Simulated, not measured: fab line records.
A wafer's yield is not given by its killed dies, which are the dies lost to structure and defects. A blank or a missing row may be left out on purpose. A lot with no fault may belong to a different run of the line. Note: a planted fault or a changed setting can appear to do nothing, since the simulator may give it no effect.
Split-lot trial    flow n5-finfet    21 wafers read across 7 lots, on a route 1938 steps long

## SPLIT DETAILS
At N5_WELL_APT_COAT_02 (resist thk 950 nm), the setting spin-rpm was moved away from the recipe's 1357 rpm on 8 of the 21 wafers read, by -6.0% to +8.3%. This setting was run at the recipe's value on the other wafers.

Reading taken at the split's own step.

## THE READING
coat_of_WELL_APT_COAT_02.thk-nm (the simulator's own value, which no gauge read), in nm, at N5_WELL_APT_COAT_02 (resist thk 950 nm). The file does not state a usual value for it. The 13 wafers here that ran the recipe average 947.5 nm, standard deviation 3.1 nm.

wafer   tool, chamber at the split  spin-rpm as run, rpm  against the recipe  coat_of_WELL_APT_COAT_02.thk-nm, nm  against lot-mates on the recipe
L074.2  litho-track-01, 0           1435                  +5.7%               920.8                                no lot-mate on the recipe
L074.4  litho-track-01, 0           1435                  +5.7%               917.9                                no lot-mate on the recipe
L074.6  litho-track-01, 0           1435                  +5.7%               920.5                                no lot-mate on the recipe
L080.2  litho-track-04, 0           1357                  recipe              944.3                                -
L080.5  litho-track-04, 0           1357                  recipe              944.4                                -
L080.6  litho-track-04, 0           1357                  recipe              945.1                                -
L081.1  litho-track-01, 0           1357                  recipe              947.4                                -
L081.3  litho-track-01, 0           1275                  -6.0%               979.3                                +32.2
L081.5  litho-track-01, 0           1357                  recipe              946.7                                -
L084.2  litho-track-01, 0           1357                  recipe              951.4                                -
L084.3  litho-track-01, 0           1310                  -3.5%               965.5                                +14.1
L084.4  litho-track-01, 0           1310                  -3.5%               966.9                                +15.5
L085.1  litho-track-04, 0           1357                  recipe              952.4                                -
L085.2  litho-track-04, 0           1357                  recipe              949.6                                -
L085.3  litho-track-04, 0           1357                  recipe              951.2                                -
L089.1  litho-track-04, 0           1357                  recipe              950.2                                -
L089.4  litho-track-04, 0           1470                  +8.3%               910.7                                -39.5
L089.6  litho-track-04, 0           1470                  +8.3%               914.7                                -35.5
L094.1  litho-track-03, 0           1357                  recipe              944.5                                -
L094.2  litho-track-03, 0           1357                  recipe              948.3                                -
L094.6  litho-track-03, 0           1357                  recipe              942.3                                -

FIT RESULTS
A straight line over all 21 wafers: coat_of_WELL_APT_COAT_02.thk-nm changes by -4.67 nm for each +1% of spin-rpm; r = -0.98; the points scatter about the line by 3.2 nm.
The same after taking each lot's own level away (the mean of its wafers on the recipe; 18 wafers): -4.63 nm for each +1%; r = -0.99; scatter 1.8 nm.
That fit puts the effect of the largest move of spin-rpm on the reading at 39 nm.
Across the lots, their own levels run from 944.60 to 951.40 nm, a range of 2.2 times the standard deviation given above.
So the lot-to-lot level changes the slope little: the two slopes agree.
Check: with one of the wafers moved furthest among these (+8.3%) left out of the fit, the line predicts -37.6 nm for it against its lot-mates. Against them it came out at -39.5 nm.

## FILE'S OWN FIT
coat_of_WELL_APT_COAT_02.thk-nm changes by -4.73 nm for each +1% of spin-rpm, r = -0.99.
